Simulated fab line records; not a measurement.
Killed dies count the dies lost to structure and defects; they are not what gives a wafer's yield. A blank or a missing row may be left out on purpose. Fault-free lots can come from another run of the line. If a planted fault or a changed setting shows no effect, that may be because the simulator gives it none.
Struck lot and sound lot, side by side | flow nandHarc | 15 out of 1302 route steps
Sound: these wafers, L360.1, L360.3, L360.5. Wafers L367.2, L367.3, L367.4 were the ones struck. The cause is named last.
Each step with rows lists, per side, the tool, then ch with its chambers, then its first start. Under that, the readings that differ: sound wafers | struck wafers | difference of the means | sigmas: that difference in standard deviations of wafers without a fault.
alike: readings with means less than 2 such deviations apart, plus words and numbers identical on both sides. not compared: withheld readings, readings lacking a value on some wafer, bounds such as >300 that could conceal the same value, and numbers that have no deviation in the record and whose values overlap.
The two part at a step that has a row with sigmas, a row that says differs or no value, or rows on one side only. Non-overlapping numbers with no deviation appear without sigmas and do not part them. A reading missing from all wafers of one side parts the sides only when that side holds two or more wafers.

first, 1 step without rows for these wafers: NHARC_A_ONON_D1_DEP_03 (target thk 1000 nm).
NHARC_A_ONON_D1_THK_MEAS_05: measures by ellipsometry.
  struck on filmMetro-01, day 12 14:57; sound on filmMetro-01, day 9 18:08
  alike: thkNm
next comes 1 step that has no rows for these wafers: NHARC_A_ONON_D1_DEP_06 (target thickness 1000 nm).
NHARC_A_ONON_D1_THK_MEAS_08: measures by ellipsometry.
  struck on filmMetro-01, day 12 15:31; sound on filmMetro-02, day 9 18:43
  alike: thkNm
next comes 1 step that has no rows for these wafers: NHARC_A_ONON_D1_DEP_09 (target thickness 1000 nm).
NHARC_A_ONON_D1_THK_MEAS_11: measures by ellipsometry.
  struck on filmMetro-01, day 12 16:05; sound on filmMetro-01, day 9 19:17
  alike: thkNm
next comes 1 step that has no rows for these wafers: NHARC_A_ONON_D1_DEP_12 (target thickness 1000 nm).
NHARC_A_ONON_D1_THK_MEAS_14: measures by ellipsometry.
  struck on filmMetro-02, day 12 16:39; sound on filmMetro-02, day 9 19:51
  alike: thkNm
then, 2 steps without rows for these wafers: NHARC_A_ONON_D1_ANNEAL_15 (time 3600 s); NHARC_A_ONON_D1_DEP_16 (target thk 1000 nm).
NHARC_A_ONON_D1_THK_MEAS_18: measures by ellipsometry.
  struck on filmMetro-01, day 13 01:03; sound on filmMetro-02, day 10 03:39
  alike: thkNm
NHARC_A_ONON_D1_DEP_19: target thk 1000 nm.
  sound on pecvdOnon-02 ch 0, day 10 03:43; struck on pecvdOnon-02 ch 0, day 13 01:10
NHARC_A_ONON_D1_THK_MEAS_21: measures by ellipsometry.
  struck on filmMetro-02, day 13 01:37; sound on filmMetro-02, day 10 04:13
reading    | sound          | struck         | difference | sigmas
thkNm (nm) | 1007 1007 1006 | 1437 1437 1437 | +430       | +71
next comes 1 step that has no rows for these wafers: NHARC_A_ONON_D1_DEP_22 (target thickness 1000 nm).
-- record jumps: 16 days between struck wafers' starts before vs after; left off in module A_ONON_D1, resumes in module END, first step shown is number 1302 of the route --
NHARC_END_SORT_01:
  sound on prober-02 ch 0, day 26 09:07; struck on prober-01 ch 0, day 29 13:31
reading       | sound | struck      | difference | sigmas
killedAtArray | 46    | 675 675 668 | +627       | +31
killedDies    | 49    | 677 677 677 | +628       | +30
  alike: killedAtOther, killedAtPeriphery, killedOpen, killedShort

WHERE THEY PART
First at NHARC_A_ONON_D1_THK_MEAS_21; last, within this record, at NHARC_END_SORT_01.

WHY: what had been put in by the simulator
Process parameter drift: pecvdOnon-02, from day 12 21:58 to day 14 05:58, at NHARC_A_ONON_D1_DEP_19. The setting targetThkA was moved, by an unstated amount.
